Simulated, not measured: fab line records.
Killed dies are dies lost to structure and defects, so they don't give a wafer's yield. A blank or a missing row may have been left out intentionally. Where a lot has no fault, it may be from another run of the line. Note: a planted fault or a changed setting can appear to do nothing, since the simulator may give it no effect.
Matching of chambers    flow n5Finfet    3 sister chambers for N5_BEOL_M8_STRIP_36 on rieDiel-04
The step strips in N2/H2. 3 wafers are shown with their chamber, then 7 later ones without.

WAFERS, EACH WITH ITS CHAMBER
wafer   chamber  showerheadPlenumPTorr (Torr)
L084.5  0        2.59
L084.6  1        2.41
L093.1  3        2.68

WAFERS WITH NO CHAMBER GIVEN
wafer   showerheadPlenumPTorr (Torr)
L093.2  2.40
L092.2  2.40
L092.4  2.68
L092.6  2.40
L096.2  2.67
L096.3  2.57
L096.6  2.67

EACH ONE'S CHAMBER
wafer   from the rows above  in truth
L093.2  1                    1
L092.2  1                    1
L092.4  3                    3
L092.6  1                    1
L096.2  3                    3
L096.3  0                    0
L096.6  3                    3
Correctly placed: 7 of 7. Not placeable from these rows: 0. Wrongly placed: 0.
How it was worked out, from the rows above alone: a wafer's distance from a chamber is the root of the sum, over the readings, of the square of ((its reading less the chamber's mean) divided by the reading's scatter). If the next closest chamber is less than 2 further off than the closest, the wafer can't be placed; otherwise it belongs to the closest. Each chamber's mean is taken over the wafers shown for it. The scatter (one wafer shown for each chamber): square how far every hidden wafer sits from the nearest shown wafer, average those squares and take the square root.
